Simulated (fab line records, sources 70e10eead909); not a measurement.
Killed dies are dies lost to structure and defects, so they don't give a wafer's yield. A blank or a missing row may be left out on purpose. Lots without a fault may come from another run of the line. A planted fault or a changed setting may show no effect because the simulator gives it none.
fab line records | flow nand_harc
record lots=24 wafers=72 last_day=33
route steps=1302 shown P_M1@310 P_M2@345 P_BONDPAD@367
lots that met no fault: from a run of the same line without faults
start_h: hours from the record's first day to the start of the lot's first wafer shown | wait_h: hours since the lot's step before | " the same as in the row above | L1.1+2: a row that stands for several wafers | - no value, or no start given | * or withheld: withheld | < > ~ a bound
route shown NAME@n: a module of which the file shows steps, and the number in the route of the first | usual: mean/standard deviation of fault-free wafers | same: alike in all rows | chamber/n: place in a boat | sites: the reading at each site | _std_site: their standard deviation | _edge_site: outer sites' mean less inner sites' | radius_mm: how far each site lies from the wafer's centre | mask NAME#n: copy n | behind: the tool/chamber that last shaped the wafer | hold: why the lot was held/for how many hours/how that ended | device: the transistor (n, p or np) that didn't switch | end of line: the same wafers' tests at the end of the route | a step without rows: its recipe alone | killed: dies lost to structure and defects at the first sort, not the wafer's yield | map: a wafer's dies, x killed, . not, _ none there
set.NAME: the setting as run; set.NAME@STEP: as run at that earlier step | model.NAME: the simulator's own value behind a step, which no gauge read
steps of the route over a sample of lots; a table a step, a row a wafer
services: from which hour (start_h, from the record's first day; less than 0 if before it) a tool's chamber was out of use, for how many hours, and why
## steps
# step NHARC_P_M1_ANNEAL_31
# recipe temp_c=225 time_s=90
# usual wafer_temp_C_max=226.1/0.49
# columns lot.wafer tool chamber start_h wait_h wafer_temp_C_max
L075.1 rtp_anneal-02 0 140.66 0.4 225.6
L075.4 " 0 " " 225.3
L075.5 " 0 " " 225.6
L074.3 rtp_anneal-02 0 141.31 - 225.8
L074.4 " 0 " " 225.5
L074.5 " 0 " " 225.2
L076.1 rtp_anneal-02 0 152.83 - 225.6
L076.3 " 0 " " 225.6
L076.4 " 0 " " 225.5
L077.2 rtp_anneal-02 0 167.40 0.6 225.5
L077.4 " 0 " " 226.1
L077.6 " 0 " " 225.7
L078.1 rtp_anneal-02 0 174.86 0.3 225.6
L078.4 " 0 " " 226.1
L078.6 " 0 " " 225.6
L079.1 rtp_anneal-01 0 180.66 - 226.4
L079.2 " 0 " " 226.2
L079.6 " 0 " " 226.5
L080.1 rtp_anneal-02 0 188.70 - 225.9
L080.2 " 0 " " 225.6
L080.3 " 0 " " 225.2
L081.1 rtp_anneal-02 0 195.33 - 225.7
L081.3 " 0 " " 225.8
L081.5 " 0 " " 226.0
L082.1 rtp_anneal-02 0 206.07 - 226.0
L082.3 " 0 " " 225.7
L082.4 " 0 " " 225.8
L083.2 rtp_anneal-01 0 218.85 - 226.9
L083.4 " 0 " " 226.4
L083.5 " 0 " " 226.9
L084.1 rtp_anneal-01 0 230.34 0.3 226.1
L084.3 " 0 " " 226.3
L084.4 " 0 " " 226.4
L085.2 rtp_anneal-02 0 237.75 0.4 225.7
L085.3 " 0 " " 226.0
L085.6 " 0 " " 225.5
L086.1 rtp_anneal-01 0 244.06 - 227.0
L086.4 " 0 " " 226.1
L086.6 " 0 " " 226.1
L087.1 rtp_anneal-02 0 271.82 0.6 225.7
L087.3 " 0 " " 225.4
L087.4 " 0 " " 225.8
L089.1 rtp_anneal-01 0 272.48 - 227.0
L089.2 " 0 " " 226.8
L089.6 " 0 " " 226.1
L088.3 rtp_anneal-01 0 274.69 0.3 226.5
L088.4 " 0 " " 226.6
L088.6 " 0 " " 226.6
L090.3 rtp_anneal-01 0 291.69 - 226.5
L090.4 " 0 " " 226.4
L090.5 " 0 " " 226.3
L091.1 rtp_anneal-01 0 296.11 - 226.9
L091.2 " 0 " " 226.4
L091.6 " 0 " " 226.5
L092.1 rtp_anneal-01 0 306.33 0.3 226.8
L092.2 " 0 " " 226.6
L092.6 " 0 " " 226.5
L093.1 rtp_anneal-01 0 315.02 0.3 227.0
L093.5 " 0 " " 226.8
L093.6 " 0 " " 226.7
L094.1 rtp_anneal-01 0 333.94 - 226.5
L094.4 " 0 " " 226.8
L094.6 " 0 " " 226.6
L095.1 rtp_anneal-02 0 338.33 0.3 225.8
L095.3 " 0 " " 225.7
L095.5 " 0 " " 225.4
L096.1 rtp_anneal-02 0 343.26 - 225.5
L096.2 " 0 " " 225.6
L096.4 " 0 " " 225.6
L097.1 rtp_anneal-02 0 358.03 0.3 225.8
L097.4 " 0 " " 225.7
L097.6 " 0 " " 225.8
# step NHARC_P_M1_CMP_23
# recipe t_overpolish_s=20 target_thk_nm=157.82
# usual motor_current_A=11.6/0.83 pad_life_wafers=140/70 slurry_flow_ml_min=150.0/0.43 time_to_endpoint_s=29/3.1
# columns lot.wafer tool chamber start_h wait_h motor_current_A pad_life_wafers slurry_flow_ml_min time_to_endpoint_s
L075.1 cmp-04 0 141.03 - 12.7 85 149.8 28
L075.4 " 1 " " 11.5 86 149.8 27
L075.5 " 3 " " 11.0 - 149.6 30
L074.4 cmp-01 1 141.58 - 11.7 199 149.6 31
L074.3 " 2 " " 11.8 200 150.3 31
L074.5 " 1 " " 11.4 - 149.5 29
L076.4 cmp-02 1 153.18 - 10.9 48 150.3 29
L076.3 " 2 " " 12.6 49 150.3 28
L076.1 " 0 " " 11.2 51 150.7 25
L077.2 cmp-02 2 167.69 - 13.3 102 150.4 27
L077.4 " 0 " " 11.0 104 151.0 27
L077.6 " 3 " " 11.3 - 149.4 26
L078.1 cmp-02 3 175.27 - 12.1 134 150.5 28
L078.4 " 0 " " 10.2 135 149.6 28
L078.6 " 2 " " 12.0 - 150.1 30
L079.1 cmp-04 0 181.04 - 13.5 229 150.2 26
L079.2 " 1 " " 11.6 230 149.7 28
L079.6 " 0 " " 13.3 - 150.2 25
L080.2 cmp-02 3 189.05 - 11.4 180 150.5 26
L080.3 " 0 " " 10.9 181 149.8 29
L080.1 " 1 " " 10.0 182 150.3 35
L081.3 cmp-04 1 195.73 - 11.5 254 150.5 28
L081.1 " 2 " " 10.9 255 149.8 26
L081.5 " 0 " " 12.4 - 150.3 26
L082.4 cmp-02 0 206.44 - 11.0 271 150.5 28
L082.1 " 1 " " 9.8 272 149.0 37
L082.3 " 2 " " 12.9 273 150.1 30
L083.4 cmp-01 3 219.15 - 11.0 78 150.1 26
L083.2 " 2 " " 12.1 81 150.2 34
L083.5 " 3 " " 10.9 - 150.1 29
L084.3 cmp-04 2 230.69 - 10.8 66 150.0 24
L084.1 " 0 " " 12.8 68 149.9 23
L084.4 " 1 " " 12.1 69 150.6 27
L085.2 cmp-01 0 238.05 - 12.3 186 150.0 29
L085.3 " 2 " " 11.4 188 150.0 31
L085.6 " 1 " " 11.8 - 150.4 32
L086.1 cmp-01 0 244.41 - 12.7 216 149.6 31
L086.4 " 3 " " 10.9 219 150.8 29
L086.6 " 1 " " 11.5 - 149.8 32
L087.1 cmp-02 3 272.16 - 11.8 144 149.9 29
L087.4 " 1 " " 10.8 146 150.0 36
L087.3 " 2 " " 13.1 147 150.3 32
L089.1 cmp-04 1 272.85 - 11.3 205 150.4 27
L089.2 " 2 " " 11.3 206 149.4 26
L089.6 " 1 " " 11.4 - 149.6 26
L088.4 cmp-02 2 274.94 - 12.8 150 150.1 31
L088.3 " 0 " " 11.3 152 149.9 29
L088.6 " 3 " " 11.7 - 149.7 28
L090.4 cmp-01 1 291.94 - 11.9 18 149.7 28
L090.3 " 0 " " 12.2 21 150.3 27
L090.5 " 1 " " 11.7 - 150.2 26
L091.1 cmp-01 0 296.51 - 12.3 44 150.1 31
L091.2 " 1 " " 11.3 45 149.9 33
L091.6 " 3 " " 10.9 - 150.3 28
L092.2 cmp-01 0 306.67 - 13.1 72 150.6 30
L092.1 " 3 " " 10.6 75 148.7 28
L092.6 " 1 " " 11.3 - 150.2 34
L093.1 cmp-01 2 315.40 - 12.4 109 149.4 34
L093.5 " 1 " " 12.3 - 149.5 31
L093.6 " 2 " " 12.0 - 150.5 35
L094.1 cmp-04 1 334.31 - 10.8 79 149.7 23
L094.4 " 2 " " 10.0 80 149.5 25
L094.6 " 0 " " 12.7 - 150.3 23
L095.3 cmp-01 0 338.68 - 12.3 210 149.9 31
L095.1 " 1 " " 12.2 211 150.3 32
L095.5 " 0 " " 12.2 - 150.0 31
L096.1 cmp-04 2 343.61 - 10.8 108 149.9 23
L096.2 " 0 " " 12.7 110 149.8 25
L096.4 " 1 " " 11.2 111 150.1 24
L097.4 cmp-04 0 358.38 - 12.6 162 150.4 28
L097.1 " 1 " " 11.3 163 149.3 30
L097.6 " 1 " " 11.4 - 150.0 29
# step NHARC_P_M2_THK_MEAS_24
# recipe thk_meas_gauge=xrf
# usual thk_nm=144.3/1.7
# columns lot.wafer tool chamber start_h wait_h thk_nm
L075.1 film_metro-01 - 145.45 - 145.0
L075.4 " - " " 145.9
L075.5 " - " " 142.9
L074.3 film_metro-01 - 146.13 - 143.5
L074.4 " - " " 142.5
L074.5 " - " " 143.4
L076.1 film_metro-02 - 157.69 - 141.4
L076.3 " - " " 143.6
L076.4 " - " " 142.1
L077.2 film_metro-01 - 174.67 - 146.6
L077.4 " - " " 141.4
L077.6 " - " " 145.7
L078.1 film_metro-02 - 179.68 - 146.8
L078.4 " - " " 144.4
L078.6 " - " " 145.4
L079.1 film_metro-01 - 185.48 - 146.3
L079.2 " - " " 143.9
L079.6 " - " " 144.4
L080.1 film_metro-02 - 193.54 - 144.7
L080.2 " - " " 146.0
L080.3 " - " " 144.6
L081.1 film_metro-01 - 200.17 - 145.2
L081.3 " - " " 145.9
L081.5 " - " " 145.7
L082.1 film_metro-02 - 210.95 - 146.2
L082.3 " - " " 143.1
L082.4 " - " " 142.7
L083.2 film_metro-02 - 223.62 - 143.8
L083.4 " - " " 144.1
L083.5 " - " " 144.6
L084.1 film_metro-02 - 235.21 - 145.1
L084.3 " - " " 142.8
L084.4 " - " " 146.3
L085.2 film_metro-01 - 242.49 - 143.1
L085.3 " - " " 146.2
L085.6 " - " " 145.1
L086.1 film_metro-02 - 248.87 - 142.6
L086.4 " - " " 142.2
L086.6 " - " " 146.3
L087.1 film_metro-01 - 276.73 - 142.0
L087.3 " - " " 142.3
L087.4 " - " " 146.6
L089.1 film_metro-01 - 277.83 - 144.2
L089.2 " - " " 147.1
L089.6 " - " " 143.0
L088.3 film_metro-01 - 279.39 - 142.6
L088.4 " - " " 143.3
L088.6 " - " " 142.4
L090.3 film_metro-02 - 296.46 - 145.6
L090.4 " - " " 143.0
L090.5 " - " " 145.2
L091.1 film_metro-01 - 300.98 - 143.1
L091.2 " - " " 143.5
L091.6 " - " " 145.6
L092.1 film_metro-01 - 311.01 - 142.8
L092.2 " - " " 145.8
L092.6 " - " " 143.6
L093.1 film_metro-02 - 319.83 - 140.5
L093.5 " - " " 144.0
L093.6 " - " " 140.7
L094.1 film_metro-01 - 338.68 - 144.1
L094.4 " - " " 144.9
L094.6 " - " " 141.3
L095.1 film_metro-01 - 343.35 - 145.0
L095.3 " - " " 147.1
L095.5 " - " " 144.7
L096.1 film_metro-02 - 348.09 - 143.3
L096.2 " - " " 140.5
L096.4 " - " " 145.0
L097.1 film_metro-02 - 362.85 - 143.3
L097.4 " - " " 145.3
L097.6 " - " " 145.5
# step NHARC_P_M2_INSPECT_27
# usual raw_defect_count=306/110
# columns lot.wafer tool chamber start_h wait_h raw_defect_count
L075.1 defect_inspect-01 - 145.61 0.0 649
L075.4 " - " " 245
L075.5 " - " " 338
L074.3 defect_inspect-01 - 146.28 0.0 268
L074.4 " - " " 395
L074.5 " - " " 414
L076.1 defect_inspect-02 - 157.84 0.0 166
L076.3 " - " " 331
L076.4 " - " " 208
L077.2 defect_inspect-02 - 174.83 0.0 269
L077.4 " - " " 584
L077.6 " - " " 464
L078.1 defect_inspect-01 - 179.84 0.0 191
L078.4 " - " " 192
L078.6 " - " " 276
L079.1 defect_inspect-02 - 185.64 0.0 216
L079.2 " - " " 248
L079.6 " - " " 184
L080.1 defect_inspect-01 - 193.70 0.0 250
L080.2 " - " " 354
L080.3 " - " " 198
L081.1 defect_inspect-02 - 200.33 0.0 184
L081.3 " - " " 129
L081.5 " - " " 364
L082.1 defect_inspect-01 - 211.11 0.0 125
L082.3 " - " " 208
L082.4 " - " " 172
L083.2 defect_inspect-02 - 223.77 0.0 217
L083.4 " - " " 214
L083.5 " - " " 255
L084.1 defect_inspect-02 - 235.36 0.0 222
L084.3 " - " " 212
L084.4 " - " " 340
L085.2 defect_inspect-01 - 242.65 0.0 228
L085.3 " - " " 185
L085.6 " - " " 146
L086.1 defect_inspect-01 - 249.03 0.0 273
L086.4 " - " " 342
L086.6 " - " " 206
L087.1 defect_inspect-01 - 276.88 0.0 345
L087.3 " - " " 507
L087.4 " - " " 262
L089.1 defect_inspect-01 - 277.99 0.0 342
L089.2 " - " " 271
L089.6 " - " " 416
L088.3 defect_inspect-02 - 279.55 0.0 310
L088.4 " - " " 382
L088.6 " - " " 442
L090.3 defect_inspect-02 - 296.62 0.0 384
L090.4 " - " " 185
L090.5 " - " " 251
L091.1 defect_inspect-01 - 301.15 0.0 442
L091.2 " - " " 302
L091.6 " - " " 466
L092.1 defect_inspect-02 - 311.17 0.0 306
L092.2 " - " " 474
L092.6 " - " " 413
L093.1 defect_inspect-01 - 319.98 0.0 575
L093.5 " - " " 535
L093.6 " - " " 356
L094.1 defect_inspect-02 - 338.83 0.0 364
L094.4 " - " " 255
L094.6 " - " " 261
L095.1 defect_inspect-02 - 343.50 0.0 356
L095.3 " - " " 230
L095.5 " - " " 318
L096.1 defect_inspect-02 - 348.24 0.0 489
L096.2 " - " " 214
L096.4 " - " " 285
L097.1 defect_inspect-01 - 363.01 0.0 316
L097.4 " - " " 272
L097.6 " - " " 325
# step NHARC_P_BONDPAD_DESCUM_11
# recipe time_s=3 o2_flow_sccm=200 ar_flow_sccm=0 bias_power_w=0 chemistry=O2
# usual drypump_motor_current_A=6.0/0.41 oes_product_au=0.998/0.013 rf_vpp_V=57.6/0.95 showerhead_plenum_p_Torr=1.90/0.078 throttle_valve_pct=11.312/0.0094
# columns lot.wafer tool chamber start_h wait_h drypump_motor_current_A oes_product_au rf_hours_counter_h rf_vpp_V showerhead_plenum_p_Torr throttle_valve_pct
L075.1 rie_diel-13 1 147.59 - 5.9 0.985 9 58.6 1.92 11.311
L075.4 " 3 " " 6.4 0.991 8 56.7 1.87 11.326
L075.5 " 1 " " 5.9 0.990 - 58.9 1.92 11.313
L074.3 rie_diel-11 0 148.34 - 5.7 0.998 2 58.2 1.89 11.306
L074.4 " 2 " " 5.6 1.013 1 58.1 1.88 11.299
L074.5 " 1 " " 6.5 0.993 - 56.9 1.95 11.318
L076.3 rie_diel-11 2 159.95 - 5.6 0.998 1 57.7 1.88 11.312
L076.1 " 0 " " 5.7 0.996 2 56.9 1.89 11.307
L076.4 " 1 " " 6.5 0.990 2 58.0 1.94 11.320
L077.2 rie_diel-01 2 176.74 - 5.7 1.012 10 57.7 1.79 11.314
L077.4 " 1 " " 5.7 1.007 10 58.2 1.81 11.305
L077.6 " 2 " " 5.7 1.019 - 55.4 1.79 11.308
L078.1 rie_diel-11 1 181.70 - 6.5 0.992 3 57.8 1.94 11.301
L078.4 " 2 " " 5.6 0.999 2 56.9 1.88 11.315
L078.6 " 0 " " 5.7 1.006 - 57.8 1.89 11.317
L079.1 rie_diel-11 1 187.55 - 6.5 0.992 3 59.0 1.94 11.323
L079.2 " 2 " " 5.6 1.003 3 57.1 1.88 11.325
L079.6 " 0 " " 5.7 0.986 - 56.4 1.89 11.305
L080.2 rie_diel-13 3 195.70 - 6.3 0.988 2 58.6 1.87 11.310
L080.3 " 0 " " 5.8 0.989 2 57.4 2.05 11.297
L080.1 " 1 " " 5.9 0.989 1 58.5 1.91 11.294
L081.3 rie_diel-13 1 202.33 - 5.9 0.990 1 55.8 1.91 11.314
L081.1 " 3 " " 6.3 0.985 2 56.9 1.87 11.322
L081.5 " 1 " " 5.9 0.993 - 57.0 1.91 11.309
L082.1 rie_diel-01 0 213.10 - 6.5 0.989 0 56.7 1.90 11.309
L082.3 " 1 " " 5.7 1.002 0 56.6 1.81 11.297
L082.4 " 3 " " 5.3 0.986 0 57.9 2.05 11.310
L083.2 rie_diel-01 1 225.80 - 5.7 1.010 2 56.4 1.81 11.318
L083.4 " 0 " " 6.5 1.002 2 56.6 1.90 11.303
L083.5 " 1 " " 5.7 1.003 - 55.9 1.81 11.312
L084.1 rie_diel-13 1 237.21 - 5.9 0.978 3 57.9 1.91 11.325
L084.3 " 3 " " 6.3 0.986 4 56.9 1.87 11.326
L084.4 " 1 " " 5.9 0.973 - 58.0 1.91 11.312
L085.3 rie_diel-01 1 244.53 - 5.7 0.991 2 57.7 1.81 11.323
L085.2 " 3 " " 5.2 0.993 2 58.1 2.05 11.323
L085.6 " 1 " " 5.7 0.993 - 57.9 1.81 11.310
L086.1 rie_diel-01 1 251.05 - 5.7 0.992 2 56.5 1.81 11.303
L086.4 " 2 " " 5.7 1.015 2 57.0 1.78 11.300
L086.6 " 0 " " 6.5 0.982 - 57.2 1.90 11.326
L087.4 rie_diel-11 1 278.86 - 6.5 1.011 0 57.5 1.94 11.335
L087.1 " 2 " " 5.6 1.008 0 58.2 1.88 11.308
L087.3 " 3 " " 6.4 1.016 0 57.3 1.83 11.312
L089.2 rie_diel-11 3 279.86 - 6.4 1.009 0 57.9 1.83 11.305
L089.1 " 0 " " 5.7 1.010 0 56.6 1.89 11.297
L089.6 " 2 " " 5.6 0.996 - 56.8 1.88 11.304
L088.4 rie_diel-01 1 281.53 - 5.7 1.001 4 57.5 1.81 11.300
L088.3 " 2 " " 5.7 1.022 4 57.7 1.78 11.332
L088.6 " 0 " " 6.5 0.985 - 57.0 1.90 11.317
L090.4 rie_diel-01 1 298.61 - 5.7 0.994 6 56.4 1.81 11.315
L090.3 " 0 " " 6.5 0.997 5 58.4 1.90 11.304
L090.5 " 1 " " 5.7 0.998 - 57.9 1.81 11.314
L091.1 rie_diel-11 1 303.16 - 6.6 1.014 1 58.3 1.94 11.299
L091.2 " 3 " " 6.4 1.019 1 56.4 1.83 11.308
L091.6 " 0 " " 5.7 1.010 - 57.6 1.89 11.305
L092.2 rie_diel-13 2 313.03 - 6.1 1.026 10 58.4 1.95 11.312
L092.1 " 0 " " 5.8 0.991 8 60.7 2.05 11.316
L092.6 " 3 " " 6.3 0.987 - 57.5 1.87 11.318
L093.1 rie_diel-13 2 321.84 - 6.1 1.035 10 57.6 1.95 11.306
L093.5 " 1 " " 5.9 0.973 - 57.6 1.91 11.309
L093.6 " 2 " " 6.1 1.019 - 58.8 1.95 11.327
L094.1 rie_diel-11 1 340.70 - 6.5 0.999 3 57.2 1.94 11.301
L094.4 " 2 " " 5.6 1.002 3 57.5 1.88 11.306
L094.6 " 2 " " 5.6 0.999 - 55.4 1.88 11.299
L095.3 rie_diel-01 0 345.50 - 6.5 0.973 8 58.2 1.90 11.308
L095.1 " 2 " " 5.7 1.015 8 57.1 1.78 11.321
L095.5 " 3 " " 5.3 0.988 - 58.4 2.05 11.309
L096.2 rie_diel-01 2 350.23 - 5.6 1.004 8 57.1 1.78 11.322
L096.1 " 3 " " 5.2 0.994 8 58.2 2.05 11.318
L096.4 " 0 " " 6.5 0.980 8 56.8 1.90 11.316
L097.1 rie_diel-13 3 364.90 - 6.3 0.996 1 56.5 1.86 11.285
L097.6 " 2 " " 6.1 1.032 - 58.4 1.95 11.305
L097.4 " 3 " " 6.4 0.990 - 57.7 1.87 11.311
# step NHARC_P_BONDPAD_ETCH_37
# recipe target_depth_a=600 overetch_a=180 time_s=65.91 ion_energy_ev=200 n2_flow_sccm=150 h2_flow_sccm=150 ar_flow_sccm=0 rf_w=400 bias_w=150 chemistry=N2/H2
# usual drypump_motor_current_A=5.9/0.41 oes_product_au=0.999/0.012 rf_vpp_V=430.1/2.6 showerhead_plenum_p_Torr=2.03/0.089 throttle_valve_pct=14.170/0.0094
# columns lot.wafer tool chamber start_h wait_h drypump_motor_current_A oes_product_au rf_hours_counter_h rf_vpp_V showerhead_plenum_p_Torr throttle_valve_pct
L075.1 rie_diel-13 0 147.67 0.1 5.8 1.001 9 434.7 2.19 14.166
L075.4 " 1 " " 5.9 1.000 9 430.1 2.04 14.157
L075.5 " 0 " " 5.8 1.001 - 435.2 2.19 14.183
L074.4 rie_diel-11 0 148.43 0.1 5.7 0.992 2 431.1 2.02 14.162
L074.3 " 2 " " 5.6 0.997 1 430.0 2.01 14.166
L074.5 " 1 " " 6.5 0.979 - 430.7 2.07 14.173
L076.3 rie_diel-11 0 160.04 0.1 5.7 1.008 2 430.0 2.02 14.184
L076.1 " 2 " " 5.6 1.009 1 430.8 2.01 14.170
L076.4 " 3 " " 6.4 1.011 2 428.4 1.95 14.173
L077.2 rie_diel-01 1 176.83 0.1 5.7 1.007 10 427.7 1.93 14.159
L077.4 " 2 " " 5.7 1.015 10 427.3 1.90 14.170
L077.6 " 0 " " 6.5 0.987 - 429.9 2.03 14.173
L078.4 rie_diel-11 2 181.78 0.1 5.6 1.003 2 428.9 2.01 14.179
L078.1 " 0 " " 5.7 0.992 3 429.8 2.02 14.168
L078.6 " 3 " " 6.4 1.002 - 427.8 1.95 14.182
L079.1 rie_diel-11 3 187.62 0.1 6.4 1.011 3 428.0 1.95 14.193
L079.2 " 2 " " 5.6 1.005 3 429.8 2.01 14.169
L079.6 " 0 " " 5.7 1.009 - 428.3 2.02 14.171
L080.3 rie_diel-13 2 195.78 0.1 6.1 1.006 1 431.4 2.09 14.158
L080.2 " 0 " " 5.8 0.988 2 434.1 2.19 14.162
L080.1 " 1 " " 5.9 0.988 1 430.0 2.04 14.170
L081.1 rie_diel-13 2 202.41 0.1 6.1 1.010 1 432.2 2.09 14.176
L081.3 " 0 " " 5.8 0.987 2 434.2 2.19 14.192
L081.5 " 2 " " 6.1 1.010 - 431.3 2.09 14.165
L082.4 rie_diel-01 1 213.19 0.1 5.7 1.001 0 427.2 1.93 14.154
L082.3 " 2 " " 5.7 1.002 0 426.5 1.90 14.164
L082.1 " 3 " " 5.2 0.999 0 434.4 2.19 14.165
L083.2 rie_diel-01 2 225.89 0.1 5.6 0.996 1 427.2 1.90 14.171
L083.4 " 0 " " 6.5 0.976 2 430.3 2.03 14.189
L083.5 " 3 " " 5.3 0.990 - 434.0 2.19 14.161
L084.1 rie_diel-13 3 237.31 0.1 6.4 0.995 4 430.5 1.99 14.161
L084.3 " 2 " " 6.1 1.006 3 431.9 2.08 14.185
L084.4 " 3 " " 6.4 1.000 - 429.4 1.99 14.188
L085.3 rie_diel-01 0 244.62 0.1 6.5 0.976 2 428.7 2.03 14.176
L085.2 " 1 " " 5.7 1.001 2 427.7 1.93 14.166
L085.6 " 3 " " 5.3 0.988 - 434.2 2.19 14.170
L086.1 rie_diel-01 3 251.13 0.1 5.3 0.978 2 435.1 2.19 14.184
L086.4 " 1 " " 5.7 0.994 2 425.5 1.92 14.179
L086.6 " 3 " " 5.2 0.988 - 437.0 2.19 14.173
L087.1 rie_diel-11 2 278.95 0.1 5.6 1.005 0 430.2 2.00 14.168
L087.3 " 3 " " 6.4 1.006 0 427.0 1.95 14.170
L087.4 " 0 " " 5.7 1.000 0 429.0 2.02 14.153
L089.2 rie_diel-11 1 279.94 0.1 6.5 1.005 1 431.1 2.07 14.160
L089.1 " 2 " " 5.6 1.004 0 427.5 2.00 14.167
L089.6 " 1 " " 6.5 0.997 - 430.7 2.07 14.166
L088.4 rie_diel-01 3 281.62 0.1 5.2 1.001 4 433.0 2.19 14.176
L088.3 " 0 " " 6.5 1.008 4 429.8 2.03 14.179
L088.6 " 2 " " 5.7 1.019 - 426.3 1.90 14.185
L090.3 rie_diel-01 3 298.70 0.1 5.3 0.997 5 435.5 2.19 14.166
L090.4 " 1 " " 5.7 0.998 6 427.0 1.92 14.177
L090.5 " 2 " " 5.7 1.019 - 425.5 1.90 14.163
L091.2 rie_diel-11 2 303.24 0.1 5.6 1.004 1 428.7 2.00 14.178
L091.1 " 3 " " 6.4 1.019 1 428.6 1.95 14.148
L091.6 " 2 " " 5.6 1.008 - 429.0 2.00 14.174
L092.1 rie_diel-13 3 313.12 0.1 6.4 0.978 10 428.2 1.99 14.167
L092.2 " 0 " " 5.7 1.003 8 433.5 2.19 14.174
L092.6 " 3 " " 6.3 0.974 - 429.0 1.99 14.173
L093.1 rie_diel-13 2 321.93 0.1 6.1 1.018 10 432.6 2.08 14.160
L093.5 " 0 " " 5.8 0.986 - 434.0 2.19 14.166
L093.6 " 1 " " 5.9 0.976 - 430.7 2.04 14.148
L094.4 rie_diel-11 2 340.79 0.1 5.6 1.001 3 429.2 2.00 14.163
L094.1 " 0 " " 5.7 1.017 2 430.7 2.02 14.170
L094.6 " 2 " " 5.6 0.999 - 430.8 2.00 14.154
L095.1 rie_diel-01 1 345.59 0.1 5.7 0.996 9 426.9 1.92 14.172
L095.3 " 2 " " 5.7 1.016 8 426.6 1.90 14.168
L095.5 " 3 " " 5.3 0.981 - 434.7 2.19 14.189
L096.4 rie_diel-01 3 350.31 0.1 5.3 0.982 8 436.7 2.19 14.152
L096.2 " 1 " " 5.7 0.995 9 427.0 1.92 14.174
L096.1 " 2 " " 5.7 0.996 8 426.7 1.90 14.174
L097.1 rie_diel-13 1 365.00 0.1 5.9 0.999 2 430.4 2.04 14.157
L097.6 " 2 " " 6.1 1.022 - 432.4 2.08 14.170
L097.4 " 1 " " 5.9 1.004 - 429.8 2.04 14.170
## services
# columns tool chamber start_h hours kind
rie_diel-11 2 121.75 11.2 repair
rie_diel-11 1 145.52 2.6 repair
cmp-01 - 185.50 4.0 pm
cmp-01 - 196.10 12.9 repair
rie_diel-11 0 202.45 3.7 repair
rie_diel-01 - 203.80 9.0 pm
cmp-01 - 215.11 2.0 repair
rie_diel-13 3 228.51 1.7 repair
rie_diel-13 0 236.40 5.5 repair
rie_diel-13 - 243.20 1.3 repair
rie_diel-11 - 255.51 9.0 pm
cmp-01 - 262.68 1.0 repair
cmp-01 - 264.80 2.6 repair
rie_diel-13 2 282.16 2.2 repair
cmp-01 - 283.50 4.0 pm
cmp-01 - 317.09 0.9 repair
rie_diel-13 - 328.33 0.7 repair
rie_diel-01 2 330.61 7.2 repair
rie_diel-13 2 337.86 4.3 repair
rie_diel-13 - 342.49 9.0 pm
rie_diel-01 3 356.74 3.7 repair
rie_diel-13 2 358.59 5.0 repair
rie_diel-11 2 360.51 2.0 repair
rie_diel-13 0 362.91 9.4 repair
## key
fault none
